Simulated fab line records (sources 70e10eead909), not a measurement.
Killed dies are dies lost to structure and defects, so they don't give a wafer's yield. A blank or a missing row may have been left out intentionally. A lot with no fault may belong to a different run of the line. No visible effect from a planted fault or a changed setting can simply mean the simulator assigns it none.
fab line records	flow nandHarc
record lots=6	wafers=18	lastDay=30
route steps=1302 shown A_ONON_D2@558 A_CHANNEL_HOLE_D2@570 END@1302
lots that met no fault: from a run of the same line without faults
startH: start of the lot's first displayed wafer, in hours after the record's first day	waitH: hours since the lot's step before	" identical to the entry in the row above	L1.1+2: several wafers, shown together as one row	- no value, or no start given	* or withheld: withheld	< > ~ a bound
route shown NAME@n: NAME is a module with steps in the file, n the number in the route of the first one	usual: mean and standard deviation over wafers with no fault	same: alike in all rows	chamber/n: place in a boat	sites: readings site by site	_std_site: the values' standard deviation	_edge_site: mean of outer sites minus mean of inner sites	radiusMm: for every site, how far away it sits from the centre of the wafer	mask NAME#n: copy n	behind: the most recent tool/chamber to have shaped the wafer	hold: why the lot was held/for how many hours/how that ended	device: the transistor (n, p or np) that didn't switch	end of line: tests run on the same wafers once the route is complete	a step with no rows: only its recipe	killed: dies that structure and defects cost at the first sort, which is not the same as the wafer's yield	map: dies across one wafer; x = killed, . = not, _ = none there
set.NAME: the run value of the setting; set.NAME@STEP: its run value at that earlier step	model.NAME: the simulator's own value behind a step, which no gauge read
lots at selected steps of the route; one table per step, one row per wafer
services: from which hour (startH, from the record's first day; less than 0 if before it) a tool's chamber was out of use, for how many hours, and why
## steps
# step NHARC_A_ONON_D2_DEP_19
# recipe targetThkA=10000	n2FlowSccm=2750	n2oFlowSccm=2000	nh3FlowSccm=500	sih4FlowSccm=210	tempC=400
# step NHARC_A_ONON_D2_THK_MEAS_21
# recipe thkMeasGauge=ellipsometry
# usual thkNm=999/11
lot.wafer	tool	chamber	startH	waitH	thkNm
L636.2	filmMetro-01	-	285.01	-	996
L636.3	"	-	"	"	996
L636.4	"	-	"	"	994
L639.1	filmMetro-02	-	318.40	-	1002
L639.2	"	-	"	"	1000
L639.6	"	-	"	"	1001
L645.1	filmMetro-01	-	375.18	-	999
L645.4	"	-	"	"	1001
L645.5	"	-	"	"	1001
L647.1	filmMetro-02	-	403.15	-	1001
L647.2	"	-	"	"	1002
L647.6	"	-	"	"	1002
L649.1	filmMetro-01	-	410.66	-	998
L649.2	"	-	"	"	998
L649.4	"	-	"	"	1000
L652.1	filmMetro-02	-	444.70	-	1008
L652.4	"	-	"	"	1009
L652.5	"	-	"	"	1008
# step NHARC_A_ONON_D2_DEP_22
# recipe targetThkA=10000	n2FlowSccm=2750	n2oFlowSccm=2000	nh3FlowSccm=500	sih4FlowSccm=210	tempC=400
# step NHARC_A_ONON_D2_THK_MEAS_24
# recipe thkMeasGauge=ellipsometry
# usual thkNm=1000/11
lot.wafer	tool	chamber	startH	waitH	thkNm
L636.2	filmMetro-01	-	285.58	-	1006
L636.3	"	-	"	"	1007
L636.4	"	-	"	"	1008
L639.1	filmMetro-02	-	318.97	-	994
L639.2	"	-	"	"	993
L639.6	"	-	"	"	993
L645.1	filmMetro-01	-	375.74	-	998
L645.4	"	-	"	"	996
L645.5	"	-	"	"	997
L647.1	filmMetro-02	-	403.71	-	1015
L647.2	"	-	"	"	1016
L647.6	"	-	"	"	1013
L649.1	filmMetro-02	-	411.23	-	1003
L649.2	"	-	"	"	1004
L649.4	"	-	"	"	1003
L652.1	filmMetro-01	-	445.27	-	985
L652.4	"	-	"	"	985
L652.5	"	-	"	"	987
# step NHARC_A_ONON_D2_DEP_25
# recipe targetThkA=10000	n2FlowSccm=2750	n2oFlowSccm=2000	nh3FlowSccm=500	sih4FlowSccm=210	tempC=400
# step NHARC_A_ONON_D2_THK_MEAS_27
# recipe thkMeasGauge=ellipsometry
# usual thkNm=998/13
lot.wafer	tool	chamber	startH	waitH	thkNm
L636.2	filmMetro-02	-	286.15	-	1003
L636.3	"	-	"	"	1003
L636.4	"	-	"	"	1004
L639.1	filmMetro-01	-	319.54	-	1009
L639.2	"	-	"	"	1007
L639.6	"	-	"	"	1009
L645.1	filmMetro-01	-	376.30	-	998
L645.4	"	-	"	"	998
L645.5	"	-	"	"	998
L647.1	filmMetro-02	-	404.28	-	1002
L647.2	"	-	"	"	1000
L647.6	"	-	"	"	1001
L649.1	filmMetro-01	-	411.79	-	971
L649.2	"	-	"	"	969
L649.4	"	-	"	"	971
L652.1	filmMetro-02	-	445.84	-	983
L652.4	"	-	"	"	983
L652.5	"	-	"	"	984
# step NHARC_A_ONON_D2_DEP_28
# recipe targetThkA=10000	n2FlowSccm=2750	n2oFlowSccm=2000	nh3FlowSccm=500	sih4FlowSccm=210	tempC=400
# step NHARC_A_ONON_D2_THK_MEAS_30
# recipe thkMeasGauge=ellipsometry
# usual thkNm=1004/9.2
lot.wafer	tool	chamber	startH	waitH	thkNm
L636.2	filmMetro-01	-	286.72	-	1012
L636.3	"	-	"	"	1012
L636.4	"	-	"	"	1012
L639.1	filmMetro-01	-	320.11	-	1011
L639.2	"	-	"	"	1011
L639.6	"	-	"	"	1010
L645.1	filmMetro-01	-	376.86	-	1004
L645.4	"	-	"	"	1004
L645.5	"	-	"	"	1005
L647.1	filmMetro-02	-	404.85	-	995
L647.2	"	-	"	"	995
L647.6	"	-	"	"	996
L649.1	filmMetro-01	-	412.37	-	1010
L649.2	"	-	"	"	1007
L649.4	"	-	"	"	1006
L652.1	filmMetro-01	-	446.41	-	992
L652.4	"	-	"	"	991
L652.5	"	-	"	"	991
# step NHARC_A_ONON_D2_DEP_33
# recipe targetThkA=2000	tempC=400	pressureTorr=6.5	rfW=900	teosFlowSccm=161.4	flowSccm=2650	targetThkNm=200	gas=O2	material=SiO2
# usual heaterPowerW=551/100	throttleValvePct=16.2/0.53
lot.wafer	tool	chamber	startH	waitH	heaterPowerW	throttleValvePct
L636.3	pecvd-01	2	286.77	0.1	449	16.2
L636.2	"	0	"	"	570	16.0
L636.4	"	0	"	"	573	16.0
L639.1	pecvd-03	0	320.17	0.1	739	17.2
L639.2	"	1	"	"	449	15.9
L639.6	"	0	"	"	740	16.8
L645.1	pecvd-04	2	376.92	0.1	473	15.7
L645.5	"	2	"	"	472	16.0
L645.4	"	0	"	"	488	15.6
L647.2	pecvd-04	1	404.90	0.1	485	14.8
L647.1	"	2	"	"	500	16.0
L647.6	"	0	"	"	527	15.5
L649.1	pecvd-03	0	412.43	0.1	661	16.5
L649.2	"	1	"	"	443	16.2
L649.4	"	0	"	"	675	16.5
L652.1	pecvd-01	0	446.56	0.1	587	16.5
L652.4	"	1	"	"	521	16.3
L652.5	"	2	"	"	418	16.1
# step NHARC_A_ONON_D2_THK_MEAS_34
# recipe thkMeasGauge=ellipsometry
# usual thkNm=200.7/2.6
lot.wafer	tool	chamber	startH	waitH	thkNm
L636.2	filmMetro-01	-	287.21	-	198.7
L636.3	"	-	"	"	196.5
L636.4	"	-	"	"	202.3
L639.1	filmMetro-01	-	320.58	-	201.2
L639.2	"	-	"	"	198.9
L639.6	"	-	"	"	204.6
L645.1	filmMetro-01	-	377.33	-	199.0
L645.4	"	-	"	"	202.1
L645.5	"	-	"	"	201.7
L647.1	filmMetro-02	-	405.31	-	197.6
L647.2	"	-	"	"	199.3
L647.6	"	-	"	"	201.0
L649.1	filmMetro-01	-	412.84	-	199.4
L649.2	"	-	"	"	196.7
L649.4	"	-	"	"	203.9
L652.1	filmMetro-01	-	446.88	-	196.7
L652.4	"	-	"	"	202.8
L652.5	"	-	"	"	199.7
# step NHARC_A_ONON_D2_INSPECT_32
# usual rawDefectCount=373/150
lot.wafer	tool	chamber	startH	waitH	rawDefectCount
L636.2	defectInspect-01	-	287.27	0.0	262
L636.3	"	-	"	"	275
L636.4	"	-	"	"	351
L639.1	defectInspect-02	-	320.64	0.0	307
L639.2	"	-	"	"	291
L639.6	"	-	"	"	374
L645.1	defectInspect-02	-	377.40	0.0	573
L645.4	"	-	"	"	623
L645.5	"	-	"	"	763
L647.1	defectInspect-02	-	405.38	0.0	333
L647.2	"	-	"	"	312
L647.6	"	-	"	"	187
L649.1	defectInspect-01	-	412.93	0.0	225
L649.2	"	-	"	"	362
L649.4	"	-	"	"	288
L652.1	defectInspect-02	-	446.97	0.0	581
L652.4	"	-	"	"	388
L652.5	"	-	"	"	195
# step NHARC_A_CHANNEL_HOLE_D2_DEP_00
# recipe targetThkA=31000	tempC=400	material=aC
# usual throttleValvePct=35.000/0.0085
lot.wafer	tool	chamber	startH	waitH	throttleValvePct
L636.2	aclDep-03	0	287.66	0.4	34.986
L636.3	"	0	"	"	35.016
L636.4	"	0	"	"	35.006
L639.1	aclDep-02	0	320.71	0.1	35.006
L639.2	"	0	"	"	34.990
L639.6	"	0	322.33	1.7	34.993
L645.1	aclDep-02	0	381.60	4.2	35.004
L645.4	"	0	"	"	35.012
L645.5	"	0	"	"	35.003
L647.1	aclDep-02	0	405.45	0.1	35.017
L647.2	"	0	"	"	35.004
L647.6	"	0	407.04	1.7	35.008
L649.1	aclDep-01	0	412.99	0.1	35.006
L649.2	"	0	"	"	35.011
L649.4	"	0	"	"	35.008
L649.1	aclDep-01	0	415.10	1.8	34.989
L649.2	"	0	"	"	35.009
L649.4	"	0	"	"	34.985
L652.1	aclDep-02	0	447.03	0.1	35.007
L652.4	"	0	"	"	35.002
L652.5	"	0	"	"	35.007
L652.1	aclDep-02	0	449.16	1.8	35.014
L652.4	"	0	"	"	34.986
L652.5	"	0	"	"	35.005
# step NHARC_A_CHANNEL_HOLE_D2_DEP_01
# recipe targetThkA=1400	targetThkNm=140	tempC=400	pressureTorr=3.5	flowSccm=200	rfW=350	material=SiON
# usual heaterPowerW=759/110
lot.wafer	tool	chamber	startH	waitH	heaterPowerW
L636.3	pecvd-02	2	289.29	1.0	901
L636.2	"	0	"	"	765
L636.4	"	1	"	"	777
L639.1	pecvd-03	1	322.70	1.7	648
L639.2	"	2	"	"	784
L639.6	"	1	"	"	658
L645.1	pecvd-03	2	383.50	1.6	805
L645.4	"	2	"	"	799
L645.5	"	0	"	"	929
L647.2	pecvd-02	2	407.38	1.3	920
L647.1	"	1	"	"	651
L647.6	"	1	"	"	681
L649.1	pecvd-01	1	417.30	1.9	673
L649.2	"	2	"	"	586
L649.4	"	1	"	"	719
L652.1	pecvd-01	1	451.11	1.6	745
L652.5	"	0	"	"	764
L652.4	"	2	"	"	544
# step NHARC_END_SORT_01
# recipe tempC=25
# usual killedAtArray=55/19	killedAtOther=0.8/1.1	killedAtPeriphery=4.0/2.6	killedDies=60/20	killedOpen=3.4/1.7	killedShort=2.6/1.5
# same grossDies=677
lot.wafer	tool	chamber	startH	waitH	killedAtArray	killedAtOther	killedAtPeriphery	killedDies	killedOpen	killedShort
L645.1	prober-02	0	658.18	2.5	74	2	3	79	4	2
L645.4	prober-02	0	660.58	3.4	72	1	5	78	2	4
L645.5	prober-02	0	661.38	3.7	79	2	4	85	2	3
L649.1	prober-01	0	682.44	2.5	676	0	1	677	4	6
L649.2	prober-01	0	683.24	2.8	673	1	3	677	4	5
L649.4	prober-01	0	684.86	3.4	671	1	5	677	1	3
L652.1	prober-02	0	715.14	2.5	667	2	8	677	7	2
L652.4	prober-02	0	717.53	3.4	667	4	6	677	4	4
L652.5	prober-02	0	718.32	3.7	664	1	12	677	5	1
# killed by level:class
L645.1 A_CHANNEL_HOLE_D1:chamberFilmFlake=35 A_SLIT:chamberFilmFlake=26 P_ZERO_WELL:chamberFilmFlake=3 A_CHANNEL_HOLE_D2:chamberFilmFlake=3 A_CHANNEL_FILL_D2:geometricParticle:short=2 A_M0:geometricParticle:open=2 A_CHANNEL_FILL_D1:chamberFilmFlake=2 THIN_TSV:chamberFilmFlake=2
L645.4 A_SLIT:chamberFilmFlake=32 A_CHANNEL_HOLE_D1:chamberFilmFlake=24 A_CHANNEL_HOLE_D2:chamberFilmFlake=8 A_CONTACT:chamberFilmFlake=4 P_STI:geometricParticle:short=1 P_GATE:geometricParticle:short=1 P_CONTACT:geometricParticle:open=1 A_DECK1_JOINT:geometricParticle:short=1
L645.5 A_SLIT:chamberFilmFlake=31 A_CHANNEL_HOLE_D1:chamberFilmFlake=29 A_CHANNEL_HOLE_D2:chamberFilmFlake=10 P_BONDPAD:chamberFilmFlake=2 A_STAIRCASE:chamberFilmFlake=2 A_CONTACT:chamberFilmFlake=2 THIN_TSV:chamberFilmFlake=2 P_CONTACT:geometricParticle:open=1
L649.1 A_CHANNEL_HOLE_D2:areaDep=603 A_SLIT:chamberFilmFlake=37 A_STAIRCASE:chamberFilmFlake=7 A_WL_FILL:chamberFilmFlake=6 A_CHANNEL_HOLE_D2:chamberFilmFlake=5 A_CHANNEL_HOLE_D1:chamberFilmFlake=3 A_CHANNEL_FILL_D2:chamberFilmFlake=3 A_M0:geometricParticle:short=2
L649.2 A_CHANNEL_HOLE_D2:areaDep=618 A_SLIT:chamberFilmFlake=25 A_CHANNEL_HOLE_D2:chamberFilmFlake=6 A_STAIRCASE:chamberFilmFlake=4 A_M1:chamberFilmFlake=3 A_CHANNEL_FILL_D1:geometricParticle:short=2 A_CHANNEL_FILL_D1:geometricParticle:open=2 P_M2:chamberFilmFlake=2
L649.4 A_CHANNEL_HOLE_D2:areaDep=614 A_SLIT:chamberFilmFlake=31 A_CHANNEL_HOLE_D1:chamberFilmFlake=7 A_CHANNEL_HOLE_D2:chamberFilmFlake=5 A_M1:chamberFilmFlake=4 A_WL_FILL:chamberFilmFlake=3 P_M2:chamberFilmFlake=2 A_STAIRCASE:chamberFilmFlake=2
L652.1 A_CHANNEL_HOLE_D2:areaDep=595 A_SLIT:chamberFilmFlake=21 A_CHANNEL_HOLE_D1:chamberFilmFlake=15 A_CHANNEL_HOLE_D2:chamberFilmFlake=10 A_CONTACT:chamberFilmFlake=6 A_BONDPAD:chamberFilmFlake=6 P_BONDPAD:chamberFilmFlake=4 A_CHANNEL_FILL_D1:chamberFilmFlake=3
L652.4 A_CHANNEL_HOLE_D2:areaDep=615 A_SLIT:chamberFilmFlake=24 A_CHANNEL_HOLE_D1:chamberFilmFlake=6 A_BONDPAD:chamberFilmFlake=5 A_CONTACT:chamberFilmFlake=4 THIN_TSV:chamberFilmFlake=4 A_CHANNEL_FILL_D1:chamberFilmFlake=3 A_WL_FILL:geometricParticle:short=2
L652.5 A_CHANNEL_HOLE_D2:areaDep=605 A_SLIT:chamberFilmFlake=33 P_BONDPAD:chamberFilmFlake=5 A_CHANNEL_HOLE_D1:chamberFilmFlake=5 P_STI:chamberFilmFlake=4 A_CHANNEL_FILL_D1:chamberFilmFlake=3 A_CHANNEL_HOLE_D2:chamberFilmFlake=3 A_CONTACT:chamberFilmFlake=3
# map L649.1 (x killed, . not)
____________x____________
_________xxxxxxx_________
_______xxxxxxxxxxx_______
______xxxxxxxxxxxxx______
_____xxxxxxxxxxxxxxx_____
____xxxxxxxxxxxxxxxxx____
____xxxxxxxxxxxxxxxxx____
___xxxxxxxxxxxxxxxxxxx___
___xxxxxxxxxxxxxxxxxxx___
__xxxxxxxxxxxxxxxxxxxxx__
__xxxxxxxxxxxxxxxxxxxxx__
_xxxxxxxxxxxxxxxxxxxxxxx_
_xxxxxxxxxxxxxxxxxxxxxxx_
_xxxxxxxxxxxxxxxxxxxxxxx_
_xxxxxxxxxxxxxxxxxxxxxxx_
_xxxxxxxxxxxxxxxxxxxxxxx_
xxxxxxxxxxxxxxxxxxxxxxxxx
xxxxxxxxxxxxxxxxxxxxxxxxx
xxxxxxxxxxxxxxxxxxxxxxxxx
xxxxxxxxxxxxxxxxxxxxxxxxx
xxxxxxxxxxxxxxxxxxxxxxxxx
_xxxxxxxxxxxxxxxxxxxxxxx_
_xxxxxxxxxxxxxxxxxxxxxxx_
_xxxxxxxxxxxxxxxxxxxxxxx_
_xxxxxxxxxxxxxxxxxxxxxxx_
_xxxxxxxxxxxxxxxxxxxxxxx_
__xxxxxxxxxxxxxxxxxxxxx__
__xxxxxxxxxxxxxxxxxxxxx__
___xxxxxxxxxxxxxxxxxxx___
___xxxxxxxxxxxxxxxxxxx___
____xxxxxxxxxxxxxxxxx____
____xxxxxxxxxxxxxxxxx____
_____xxxxxxxxxxxxxxx_____
______xxxxxxxxxxxxx______
_______xxxxxxxxxxx_______
_________xxxxxxx_________
____________x____________
# map L652.1 (x killed, . not)
____________x____________
_________xxxxxxx_________
_______xxxxxxxxxxx_______
______xxxxxxxxxxxxx______
_____xxxxxxxxxxxxxxx_____
____xxxxxxxxxxxxxxxxx____
____xxxxxxxxxxxxxxxxx____
___xxxxxxxxxxxxxxxxxxx___
___xxxxxxxxxxxxxxxxxxx___
__xxxxxxxxxxxxxxxxxxxxx__
__xxxxxxxxxxxxxxxxxxxxx__
_xxxxxxxxxxxxxxxxxxxxxxx_
_xxxxxxxxxxxxxxxxxxxxxxx_
_xxxxxxxxxxxxxxxxxxxxxxx_
_xxxxxxxxxxxxxxxxxxxxxxx_
_xxxxxxxxxxxxxxxxxxxxxxx_
xxxxxxxxxxxxxxxxxxxxxxxxx
xxxxxxxxxxxxxxxxxxxxxxxxx
xxxxxxxxxxxxxxxxxxxxxxxxx
xxxxxxxxxxxxxxxxxxxxxxxxx
xxxxxxxxxxxxxxxxxxxxxxxxx
_xxxxxxxxxxxxxxxxxxxxxxx_
_xxxxxxxxxxxxxxxxxxxxxxx_
_xxxxxxxxxxxxxxxxxxxxxxx_
_xxxxxxxxxxxxxxxxxxxxxxx_
_xxxxxxxxxxxxxxxxxxxxxxx_
__xxxxxxxxxxxxxxxxxxxxx__
__xxxxxxxxxxxxxxxxxxxxx__
___xxxxxxxxxxxxxxxxxxx___
___xxxxxxxxxxxxxxxxxxx___
____xxxxxxxxxxxxxxxxx____
____xxxxxxxxxxxxxxxxx____
_____xxxxxxxxxxxxxxx_____
______xxxxxxxxxxxxx______
_______xxxxxxxxxxx_______
_________xxxxxxx_________
____________x____________
## services
tool	chamber	startH	hours	kind
pecvd-04	-	269.12	13.0	pm
pecvd-02	1	292.36	3.5	repair
aclDep-03	-	299.12	13.0	pm
pecvd-01	2	308.65	4.2	repair
pecvd-01	-	311.45	13.0	pm
pecvd-01	0	311.45	13.0	ventCycle
pecvd-01	1	311.45	13.0	ventCycle
pecvd-04	-	313.03	0.6	repair
pecvd-04	-	319.65	0.9	repair
pecvd-04	1	322.90	18.7	repair
pecvd-01	0	324.45	-	clean
pecvd-01	1	324.45	-	clean
pecvd-01	2	324.45	-	clean
pecvd-02	-	363.02	1.0	repair
pecvd-03	-	366.43	13.0	pm
pecvd-03	0	366.43	13.0	ventCycle
pecvd-03	1	366.43	13.0	ventCycle
pecvd-03	2	366.43	13.0	ventCycle
aclDep-01	-	372.94	13.0	pm
pecvd-01	2	385.84	4.8	repair
pecvd-02	-	397.18	0.7	repair
pecvd-02	-	409.62	13.0	pm
aclDep-02	-	425.53	13.0	pm
pecvd-04	-	450.12	13.0	pm
## key
firstSign step=NHARC_A_CHANNEL_HOLE_D2_DEP_00	reading=visit	direction=added
effect step=NHARC_END_SORT_01	reading=killedAtArray	direction=up	sigmas=32	usual=55	struck=670
moreKillsBornAt NHARC_A_CHANNEL_HOLE_D2_DEP_00@aclDep-01=1835	NHARC_A_CHANNEL_HOLE_D2_DEP_00@aclDep-02=1815
metAt NHARC_A_CHANNEL_HOLE_D2_DEP_00
struckWafers L649.1,L649.2,L649.4,L652.1,L652.4,L652.5
laterRowsLeftOut L649.1,L649.2,L649.4,L652.1,L652.4,L652.5
testerLeftOut L649,L652
fault kind=repeatedStepWhole	tool=aclDep-01,aclDep-02,aclDep-03	chamber=-	onsetH=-	steps=NHARC_A_CHANNEL_HOLE_D2_DEP_00	times=1	scope=struckLotsOnly
# testerLeftOut: of these lots the tester's yield and bins aren't shown, on N5 and GAA mostly nor the transistor test; their killed dies are dies lost to structure and defects alone, not to doping, threshold or leakage, so they don't give the yield
# laterRowsLeftOut: the simulator's readings of these wafers behind a module that went badly wrong aren't trusted and aren't shown, but for the sort
